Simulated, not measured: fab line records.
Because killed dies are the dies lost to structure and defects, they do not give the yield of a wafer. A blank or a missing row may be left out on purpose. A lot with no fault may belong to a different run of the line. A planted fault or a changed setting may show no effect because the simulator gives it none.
Struck lot and sound lot, side by side || flow nand-harc || 15 out of 1159 route steps
Sound: these wafers, L717.1, L717.2, L717.4. Wafers L707.1, L707.3, L707.6 were the ones struck. The cause is named last.
For every step that has rows: the tool of each side, followed by ch and its chambers, followed by its first start. Under that, the readings that differ: sound wafers || struck wafers || difference of the means || sigmas: that difference in standard deviations of wafers without a fault.
alike: a reading whose means differ by less than 2 such deviations, as well as words and numbers matching on both sides. not compared: withheld readings; readings where some wafer has no value; bounds like >300 that might hide an equal value; numbers whose values overlap and for which the record gives no deviation.
A row with sigmas, a row that says differs or no value, or rows on one side alone: a step with any of these is where the two part. Numbers that have no deviation but don't overlap get no sigmas and don't part them. A reading that every wafer of one side lacks parts them only if that side has two wafers or more.

first, 1 step without rows for these wafers: NHARC_A_ONON_D1_DEP_00 (target thk 1000 nm).
NHARC_A_ONON_D1_THK_MEAS_02: measures by ellipsometry.
  sound on film-metro-02 at day 12 13:53; struck on film-metro-01 at day 10 06:44
  alike: thk-nm
next comes 1 step that has no rows for these wafers: NHARC_A_ONON_D1_DEP_03 (target thickness 1000 nm).
NHARC_A_ONON_D1_THK_MEAS_05: measures by ellipsometry.
  sound on film-metro-02 at day 12 14:27; struck on film-metro-01 at day 10 07:18
  alike: thk-nm
next comes 1 step that has no rows for these wafers: NHARC_A_ONON_D1_DEP_06 (target thickness 1000 nm).
NHARC_A_ONON_D1_THK_MEAS_08: measures by ellipsometry.
  sound on film-metro-01 at day 12 15:01; struck on film-metro-02 at day 10 07:53
  alike: thk-nm
next comes 1 step that has no rows for these wafers: NHARC_A_ONON_D1_DEP_09 (target thickness 1000 nm).
NHARC_A_ONON_D1_THK_MEAS_11: measures by ellipsometry.
  sound on film-metro-02 at day 12 15:35; struck on film-metro-01 at day 10 08:28
  alike: thk-nm
next comes 1 step that has no rows for these wafers: NHARC_A_ONON_D1_DEP_12 (target thickness 1000 nm).
NHARC_A_ONON_D1_THK_MEAS_14: measures by ellipsometry.
  sound on film-metro-02 at day 12 16:08; struck on film-metro-02 at day 10 09:03
{"reading": "thk-nm (nm)", "sound": "983 982 983", "struck": "1010 1010 1009", "difference": "+27", "sigmas": "+3"}
then, 1 step without rows for these wafers: NHARC_A_ONON_D1_ANNEAL_15 (time 3600 s).
NHARC_A_ONON_D1_DEP_16: target thk 1000 nm.
  sound on pecvd-onon-03 ch 0, day 12 22:44; struck on pecvd-onon-03 ch 0, day 10 15:37
NHARC_A_ONON_D1_THK_MEAS_18: measures by ellipsometry.
  sound on film-metro-02 at day 12 23:15; struck on film-metro-02 at day 10 16:07
{"reading": "thk-nm (nm)", "sound": "1004 1004 1005", "struck": "1570 1569 1568", "difference": "+565", "sigmas": "+56"}
next comes 1 step that has no rows for these wafers: NHARC_A_ONON_D1_DEP_19 (target thickness 1000 nm).
-- jump in the record: it breaks off in module A_ONON_D1 and resumes in module END (first step shown: number 1159 of the route), and 11 days separate the struck wafers' starts before and after --
NHARC_END_SORT_01:
  here the record holds rows for the struck wafers (prober-01 ch 0, day 22 00:20) but none for the sound ones

== WHERE THEY PART ==
Last at NHARC_END_SORT_01 as far as this record goes, first at NHARC_A_ONON_D1_THK_MEAS_14.

WHY: what had been put in by the simulator
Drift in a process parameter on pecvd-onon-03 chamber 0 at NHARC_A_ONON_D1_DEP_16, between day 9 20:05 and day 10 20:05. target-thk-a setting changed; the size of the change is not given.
